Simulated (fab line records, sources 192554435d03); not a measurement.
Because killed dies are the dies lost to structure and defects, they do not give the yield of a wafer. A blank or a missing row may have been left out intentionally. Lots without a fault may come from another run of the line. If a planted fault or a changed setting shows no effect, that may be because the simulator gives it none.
What tool caused it? + flow n5 finfet + route of 1938 steps, sampled at 1 step: 24 lots, 72 wafers

WHAT THE GAUGES SHOWED, per wafer
N5_SDB_THK_MEAS_31. Usual: SDB_THK typically reads 64.0 nm, with standard deviation 1.6.
| lot  | measured    | on            | SDB_THK (nm)   | flag |
|------|-------------|---------------|----------------|------|
| L074 | day 4 02:46 | film metro-01 | 62.1 63.7 61.5 |      |
| L075 | day 4 09:03 | film metro-02 | 64.4 64.9 66.1 |      |
| L076 | day 4 17:38 | film metro-01 | 63.5 59.8 62.7 |      |
| L077 | day 5 00:32 | film metro-02 | 64.1 62.2 64.9 |      |
| L078 | day 5 03:40 | film metro-01 | 63.5 62.3 64.5 |      |
| L079 | day 5 05:25 | film metro-02 | 64.7 65.1 64.4 |      |
| L080 | day 5 08:53 | film metro-01 | 63.1 64.3 63.2 |      |
| L081 | day 5 14:59 | film metro-01 | 64.1 66.0 65.3 |      |
| L082 | day 5 20:13 | film metro-02 | 61.0 64.7 63.9 |      |
| L083 | day 6 04:57 | film metro-02 | 64.3 61.9 64.5 |      |
| L084 | day 6 12:36 | film metro-01 | 62.6 64.5 63.4 |      |
| L085 | day 6 23:25 | film metro-01 | 64.1 63.7 64.3 |      |
| L086 | day 7 02:29 | film metro-01 | 65.1 64.8 62.7 |      |
| L087 | day 7 05:47 | film metro-01 | 65.8 65.4 64.4 |      |
| L088 | day 7 11:49 | film metro-01 | 64.3 63.9 62.3 |      |
| L089 | day 7 16:36 | film metro-01 | 62.1 65.7 64.4 |      |
| L090 | day 7 20:25 | film metro-01 | 65.1 61.4 63.5 |      |
| L091 | day 8 02:32 | film metro-02 | 63.6 65.4 66.4 |      |
| L092 | day 8 10:20 | film metro-01 | 63.3 64.6 65.7 |      |
| L093 | day 8 16:28 | film metro-01 | 65.3 65.8 63.6 |      |
| L094 | day 8 23:08 | film metro-01 | 62.9 62.1 61.3 |      |
| L095 | day 9 06:16 | film metro-01 | 65.4 62.5 65.4 |      |
| L096 | day 9 10:23 | film metro-01 | 63.7 63.6 65.8 |      |
| L097 | day 9 16:53 | film metro-01 | 65.7 63.1 66.5 |      |

EACH LOT AND THE TOOL THAT RAN IT (in order: tool; ch and the chambers of the sampled wafers; start)
Before these readings, the record contains no process step.

AS READ BY THE TOOLS THEMSELVES (means over the sampled wafers that have a number; for cases with no such wafer, the mark the record gives instead)
The record holds no such reading with a usual standard deviation.

THE ANSWER, worked out from the rows above alone
Rule: a lot is off if the mean of its wafers that have a number lies more than 3 standard deviations from the usual mean. Also off: a lot with no number at a reading for which 4 or more lots have one. All remaining lots with rows at the step are treated as sound. After the gauges, taken in route order, come the tools' own readings; for these a lot's mean is taken, as printed above. At the first step where some lot is off, the reading lying furthest off is the one used; lots without a number count as furthest.
Across all readings shown, no lot is off: no conclusion can be drawn from this.

WHAT THE SIMULATOR HAD INSERTED
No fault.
